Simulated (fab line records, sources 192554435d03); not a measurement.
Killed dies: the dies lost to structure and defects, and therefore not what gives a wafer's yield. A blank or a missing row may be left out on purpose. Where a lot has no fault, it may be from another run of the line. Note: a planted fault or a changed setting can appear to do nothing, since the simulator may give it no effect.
A lot that was struck, set against a sound lot -- flow n5_finfet -- 16 out of 1938 route steps
Sound: the wafers L855.1, L855.2, L855.3. Struck: wafers L862.1, L862.6 (left out: L862.4, a lot-mate that was not struck); the cause follows at the end.
Order at every step that has rows: each side's tool, ch and its chambers, its first start. Under that, the readings that differ: sound wafers -- struck wafers -- difference of the means -- sigmas: that difference in standard deviations of wafers without a fault.
alike: same words and numbers on both sides, and readings whose means sit less than 2 such deviations apart. not compared: any withheld reading, any reading some wafer has no value for, any bound like >300 that may hide the same value, and any number with overlapping values for which the record gives no deviation.
A row with sigmas, a row that says differs or no value, or rows on one side alone: a step with any of these is where the two part. Non-overlapping numbers with no deviation appear without sigmas and do not part them. A reading that every wafer of one side lacks parts them only if that side has two wafers or more.

first, 1 step without rows for these wafers: N5_SD_EPI_N_STRIP_47 (strips in CHF3/O2).
N5_SD_EPI_N_SD_RECESS_17: chemistry HBr/Cl2/O2, target depth 41 nm, time 23.7 s, bt time 3 s.
  sound on rie_si-04 ch 0,1,3, day 5 10:38; struck on rie_si-04 ch 0, day 7 01:37
  alike: chamber_pressure_mTorr, drypump_motor_current_A, oes_product_au, throttle_valve_pct
  not compared: rf_hours_counter_h
N5_SD_EPI_N_STRIP_38: strips in N2/H2.
  sound on plasma_asher-01 ch 0,1, day 5 10:43; struck on plasma_asher-02 ch 1, day 7 01:42
  alike: drypump_motor_current_A, heater_power_w, oes_product_au
  not compared: rf_hours_counter_h
then, 4 steps without rows for these wafers: N5_SD_EPI_N_WET_ETCH_43 (etches SiO2 in dHF, time 14 s, target depth 1.5 nm); N5_SD_EPI_N_STRIP_18 (strips in SPM, time 750 s); N5_SD_EPI_N_SRD_20 (time 30 s); N5_SD_EPI_N_PRECLEAN_48 (cleans in NF3:NH3, afs cycles 2, time 20 s, sublimation time 60 s).
N5_SD_EPI_N_VAPOR_ETCH_50: etches Si in HCl, time 54 s.
  sound on epi_rpcvd-02 ch 0, day 5 11:33; struck on epi_rpcvd-04 ch 0, day 7 02:32
  alike: lamp_inner_pct, throttle_valve_pct
then, 1 step without rows for these wafers: N5_SD_EPI_N_EPI_21 (deposits Si:P, time 690 s).
N5_SD_EPI_N_EPI_MEAS_23:
  sound on film_metro-02, day 5 14:04; struck on film_metro-01, day 7 05:03
  alike: thk_nm
then, 2 steps without rows for these wafers: N5_SD_EPI_N_PRECLEAN_24 (cleans in O3/DIW, time 60 s); N5_SD_EPI_N_SRD_25 (time 30 s).
N5_SD_EPI_N_PRECLEAN_49: cleans in NF3:NH3, afs cycles 1, time 20 s, sublimation time 60 s.
  sound on remote_plasma-02 ch 0, day 5 14:10; struck on remote_plasma-02 ch 1, day 7 05:10
reading,sound,struck,difference,sigmas
time_s (s),20 20 20,21.147 21.147,+1.147,
N5_SD_EPI_N_LINER_46: material SiNx, target thk 3 nm.
  sound on ald_sin-01 ch 0,1,3, day 5 14:32; struck on ald_sin-04 ch 0,1, day 7 05:22
  alike: heater_power_w
-- here the record skips 5 days between the struck wafers' starts before and after, leaving off in module SD_EPI_N and picking up in module BEOL_M4 (first step shown: number 1111 of the route) --
N5_BEOL_M4_RC_MEAS_101:
  sound on prober-02 ch 0, day 10 17:31; struck on prober-01 ch 0, day 12 10:38
  alike: DIBL_N, DIBL_P, IOFF_N, IOFF_P, ION_N, ION_P, SS_N, SS_P, VT_N, VT_P
next, for these wafers, 1 step has no rows: N5_PASSIVATION_PROBE_49.

WHERE THEY PART
Nowhere in this record.

WHY: the cause the simulator had injected
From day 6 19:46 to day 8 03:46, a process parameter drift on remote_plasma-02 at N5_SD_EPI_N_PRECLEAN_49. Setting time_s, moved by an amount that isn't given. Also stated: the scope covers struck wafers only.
